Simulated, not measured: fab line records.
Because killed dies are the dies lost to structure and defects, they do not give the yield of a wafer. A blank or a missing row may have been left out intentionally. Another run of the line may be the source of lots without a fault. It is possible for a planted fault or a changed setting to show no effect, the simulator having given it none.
Comparing a struck lot with a sound one | flow n5Finfet | 36 out of 1938 route steps
Sound: wafers L397.1, L397.5, L397.6. Wafers struck: L413.1, L413.4, L413.5. The cause comes at the end.
Per side, at each step with rows, come the tool, then ch with its chambers, and then its first start. Under that, the readings that differ: sound wafers | struck wafers | difference of the means | sigmas: that difference in standard deviations of wafers without a fault.
alike: readings with means less than 2 such deviations apart, plus words and numbers identical on both sides. not compared: withheld readings, readings lacking a value on some wafer, bounds such as >300 that could conceal the same value, and numbers that have no deviation in the record and whose values overlap.
A row with sigmas, a row that says differs or no value, or rows on one side alone: a step with any of these is where the two part. Non-overlapping numbers with no deviation appear without sigmas and do not part them. Lack of a reading on every wafer of one side parts them only where that side has two or more wafers.

first, 10 steps without rows for these wafers: N5_PMOS_HMC_CHANNEL_EPI_DESCUM_14 (chemistry O2, time 7.9 s); N5_PMOS_HMC_CHANNEL_EPI_ETCH_32 (etches BARC in N2/H2, stops on SiO2, target depth 85.8 nm, time 50.3 s); N5_PMOS_HMC_CHANNEL_EPI_HM_OPEN_15 (chemistry CHF3/O2, target SiO2, target depth 40.6 nm, time 20.3 s); N5_PMOS_HMC_CHANNEL_EPI_STRIP_33 (strips in N2/H2); N5_PMOS_HMC_CHANNEL_EPI_STRIP_17 (strips in SPM, time 750 s); N5_PMOS_HMC_CHANNEL_EPI_ETCH_38 (etches SiO2 in CF4, target depth 1.5 nm); N5_PMOS_HMC_CHANNEL_EPI_FIN_RECESS_16 (chemistry HBr/Cl2, target Si, target depth 54 nm, time 18 s); N5_PMOS_HMC_CHANNEL_EPI_PRECLEAN_36 (cleans in O3/DIW, time 45 s); N5_PMOS_HMC_CHANNEL_EPI_PRECLEAN_18 (cleans in DHF, time 30 s); N5_PMOS_HMC_CHANNEL_EPI_SRD_19 (time 30 s).
N5_PMOS_HMC_CHANNEL_EPI_EPI_20: deposits SiGe30, target thk 59 nm.
  sound on epiRpcvd-02 ch 0, day 1 18:00; struck on epiRpcvd-02 ch 0, day 5 18:32
then, 24 steps without rows for these wafers: N5_PMOS_HMC_CHANNEL_EPI_HM_STRIP_35 (strips SiO2 in dHF, material SiO2, target depth 39.6 nm, time 216 s); N5_PMOS_HMC_CHANNEL_EPI_SRD_39 (time 30 s); N5_PMOS_HMC_CHANNEL_EPI_CMP_21 (polishes SiGe30, target thk 54 nm); N5_PMOS_HMC_CHANNEL_EPI_PRECLEAN_40 (cleans in DHF, time 30 s); N5_PMOS_HMC_CHANNEL_EPI_PRECLEAN_37 (cleans in O3/DIW, time 45 s); N5_PMOS_HMC_CHANNEL_EPI_PRECLEAN_24 (cleans in DHF, time 30 s); N5_PMOS_HMC_CHANNEL_EPI_SRD_25 (time 30 s); N5_PMOS_HMC_CHANNEL_EPI_EPI_26 (deposits Si from SiH4/H2, target thk 3.8 nm, time 22.7 s); N5_FIN_SAQP_PRECLEAN_42 (cleans in O3/DIW, time 60 s); N5_FIN_SAQP_PRECLEAN_00 (cleans in SC1, time 60 s); N5_FIN_SAQP_PRECLEAN_44 (cleans in SC2, time 45 s); N5_FIN_SAQP_SRD_01 (time 30 s); N5_FIN_SAQP_ALD_61 (deposits SiO2, target thk 4 nm, pulse time 1 s, purge time 2 s); N5_FIN_SAQP_DENSIFY_62 (time 60 s); N5_FIN_SAQP_HM_DEP_03 (deposits SiNx from SiH4/NH3/N2, target thk 38 nm, time 33.6 s); N5_FIN_SAQP_PECVD_47 (deposits a-Si from SiH4/He, target thk 45 nm, time 36.3 s); N5_FIN_SAQP_PECVD_48 (deposits SiNx from SiH4/NH3/N2, target thk 25 nm, time 22.1 s); N5_FIN_SAQP_PECVD_06 (deposits a-Si from SiH4/He, target thk 60 nm, time 48.1 s); N5_FIN_SAQP_HM_DEP_72 (deposits SiO2 from SiH4/N2O, target thk 12 nm, time 7.2 s); N5_FIN_SAQP_COAT_49 (time 60 s, resist thk 100 nm); N5_FIN_SAQP_COAT_50 (time 60 s, resist thk 35 nm); N5_FIN_SAQP_COAT_10 (resist thk 90 nm); N5_FIN_SAQP_EBR_12; N5_FIN_SAQP_SOFTBAKE_11 (time 60 s).
-- a jump in the record: the struck wafers' starts before and after are 11 days apart (it breaks off in module FIN_SAQP and resumes in module PASSIVATION, where the first step shown is number 1936 of the route) --
N5_PASSIVATION_PROBE_49:
  the record has rows for the struck wafers here (prober-02, day 16 11:44) and none for the sound ones

## WHERE THEY PART
Only at N5_PASSIVATION_PROBE_49, within this record.

WHY: the cause the simulator had injected
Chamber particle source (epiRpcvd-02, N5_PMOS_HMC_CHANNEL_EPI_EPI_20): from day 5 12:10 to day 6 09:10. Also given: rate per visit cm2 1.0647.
